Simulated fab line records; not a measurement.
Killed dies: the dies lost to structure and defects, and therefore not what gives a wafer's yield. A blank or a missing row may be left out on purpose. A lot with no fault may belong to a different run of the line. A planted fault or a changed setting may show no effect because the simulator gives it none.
Matching of chambers + flow n5-finfet + N5_BEOL_M14_STRIP_37 on rie-diel-02: 4 sister chambers
The step strips in O2. 16 wafers are shown with their chamber, then 8 later ones without.

WAFERS WITH THEIR CHAMBER
| wafer  | chamber | drypump-motor-current-A (A) | showerhead-plenum-p-Torr (Torr) | throttle-valve-pct (%) |
|--------|---------|-----------------------------|---------------------------------|------------------------|
| L076.1 | 1       | 5.2                         | 2.08                            | 16.59                  |
| L076.2 | 0       | 6.2                         | 1.98                            | 16.66                  |
| L076.6 | 3       | 4.8                         | 2.15                            | 16.88                  |
| L077.3 | 0       | 6.2                         | 1.98                            | 16.68                  |
| L077.4 | 2       | 5.8                         | 2.16                            | 16.46                  |
| L077.5 | 2       | 5.8                         | 2.16                            | 16.45                  |
| L081.1 | 0       | 6.1                         | 1.98                            | 16.67                  |
| L081.4 | 3       | 4.9                         | 2.15                            | 16.87                  |
| L081.6 | 2       | 5.8                         | 2.15                            | 16.46                  |
| L086.1 | 0       | 6.2                         | 1.98                            | 16.69                  |
| L086.3 | 1       | 5.2                         | 2.08                            | 16.61                  |
| L086.5 | 3       | 4.8                         | 2.15                            | 16.92                  |
| L088.1 | 3       | 4.9                         | 2.14                            | 16.93                  |
| L088.3 | 2       | 5.8                         | 2.15                            | 16.48                  |
| L088.4 | 1       | 5.2                         | 2.07                            | 16.66                  |
| L087.3 | 2       | 5.8                         | 2.14                            | 16.46                  |

SIGNATURES (means of the wafers above)
| reading                  | chamber 0 | chamber 1 | chamber 2 | chamber 3 | scatter within a chamber |
|--------------------------|-----------|-----------|-----------|-----------|--------------------------|
| drypump-motor-current-A  | 6.175     | 5.200     | 5.800     | 4.850     | 0.0382                   |
| showerhead-plenum-p-Torr | 1.9800    | 2.0767    | 2.1520    | 2.1475    | 0.00593                  |
| throttle-valve-pct       | 16.6750   | 16.6200   | 16.4620   | 16.9000   | 0.0227                   |
Rule: for each reading, subtract the chamber's mean from the wafer's reading, divide by that reading's scatter and square the result; add these up over the readings and take the root, which gives the wafer's distance from the chamber. If the next closest chamber is less than 2 further off than the closest, the wafer can't be placed; otherwise it belongs to the closest. How the scatter is found: for the shown wafers, subtract from each reading the mean of its chamber, square and add these, divide the total by (wafers less chambers), then take the root.

WAFERS WITHOUT THEIR CHAMBER
| wafer  | drypump-motor-current-A (A) | showerhead-plenum-p-Torr (Torr) | throttle-valve-pct (%) |
|--------|-----------------------------|---------------------------------|------------------------|
| L087.4 | 5.2                         | 2.07                            | 16.66                  |
| L087.6 | 6.1                         | 1.97                            | 16.73                  |
| L094.1 | 4.9                         | 2.14                            | 16.95                  |
| L094.3 | 6.1                         | 1.97                            | 16.74                  |
| L094.5 | 4.8                         | 2.14                            | 16.95                  |
| L097.2 | 4.9                         | 2.13                            | 16.99                  |
| L097.3 | 5.2                         | 2.06                            | 16.70                  |
| L097.5 | 4.9                         | 2.14                            | 16.94                  |

WHICH CHAMBER EACH WENT THROUGH
| wafer  | from the rows above | in truth |
|--------|---------------------|----------|
| L087.4 | 1                   | 1        |
| L087.6 | 0                   | 0        |
| L094.1 | 3                   | 3        |
| L094.3 | 0                   | 0        |
| L094.5 | 3                   | 3        |
| L097.2 | 3                   | 3        |
| L097.3 | 1                   | 1        |
| L097.5 | 3                   | 3        |
Placed correctly: 8 of 8. Left unplaced by these rows: 0. Placed wrongly: 0.
